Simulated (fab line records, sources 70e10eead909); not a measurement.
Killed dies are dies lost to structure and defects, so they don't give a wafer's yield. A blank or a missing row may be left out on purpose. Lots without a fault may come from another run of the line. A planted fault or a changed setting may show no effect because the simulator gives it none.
Chamber matching | flow nand_harc | NHARC_P_GATE_DESCUM_31 on rie_diel-12: 4 sister chambers
The step chemistry O2, time 3 s. 16 wafers are shown with their chamber, then 8 later ones without.

WAFERS WITH THEIR CHAMBER
wafer  | chamber | drypump_motor_current_A (A) | oes_product_au (a.u.) | throttle_valve_pct (%)
L076.1 | 1       | 5.6                         | 1.000                 | 11.295
L076.2 | 0       | 5.0                         | 1.023                 | 11.323
L076.4 | 2       | 5.8                         | 0.990                 | 11.319
L077.3 | 1       | 5.7                         | 1.017                 | 11.304
L077.4 | 1       | 5.7                         | 1.019                 | 11.310
L077.5 | 2       | 5.8                         | 0.990                 | 11.325
L078.1 | 0       | 5.0                         | 1.013                 | 11.319
L078.3 | 2       | 5.8                         | 0.999                 | 11.318
L078.4 | 1       | 5.6                         | 1.004                 | 11.317
L078.2 | 3       | 4.7                         | 1.016                 | 11.312
L078.5 | 0       | 5.0                         | 1.012                 | 11.314
L078.6 | 1       | 5.6                         | 1.007                 | 11.313
L079.1 | 1       | 5.6                         | 1.016                 | 11.313
L079.2 | 3       | 4.6                         | 1.015                 | 11.317
L079.3 | 2       | 5.8                         | 0.995                 | 11.297
L081.3 | 3       | 4.7                         | 1.018                 | 11.299

SIGNATURES (means of the wafers above)
reading                 | chamber 0 | chamber 1 | chamber 2 | chamber 3 | scatter within a chamber
drypump_motor_current_A | 5.000     | 5.633     | 5.800     | 4.667     | 0.0408
oes_product_au          | 1.01600   | 1.01050   | 0.99350   | 1.01633   | 0.00609
throttle_valve_pct      | 11.31867  | 11.30867  | 11.31475  | 11.30933  | 0.00903
Rule: a wafer's distance from a chamber is the root of the sum, over the readings, of the square of ((its reading less the chamber's mean) divided by the reading's scatter). The wafer belongs to the nearest chamber; if the next one is less than 2 further off, it can't be placed. The scatter: the root of (the sum of the squares of (reading less its chamber's mean) over the shown wafers, divided by (wafers less chambers)).

WAFERS WITHOUT THEIR CHAMBER
wafer  | drypump_motor_current_A (A) | oes_product_au (a.u.) | throttle_valve_pct (%)
L081.5 | 4.7                         | 1.010                 | 11.315
L081.6 | 5.6                         | 1.008                 | 11.305
L083.2 | 4.6                         | 1.020                 | 11.301
L083.3 | 5.6                         | 1.025                 | 11.330
L083.6 | 4.7                         | 1.024                 | 11.314
L085.3 | 4.6                         | 1.018                 | 11.311
L085.4 | 5.7                         | 1.016                 | 11.301
L085.5 | 5.0                         | 1.012                 | 11.311

WHICH CHAMBER EACH WENT THROUGH
wafer  | from the rows above | in truth
L081.5 | 3                   | 3
L081.6 | 1                   | 1
L083.2 | 3                   | 3
L083.3 | 1                   | 1
L083.6 | 3                   | 3
L085.3 | 3                   | 3
L085.4 | 1                   | 1
L085.5 | 0                   | 0
Placed correctly: 8 of 8. Can't be placed from these rows: 0. Placed wrongly: 0.
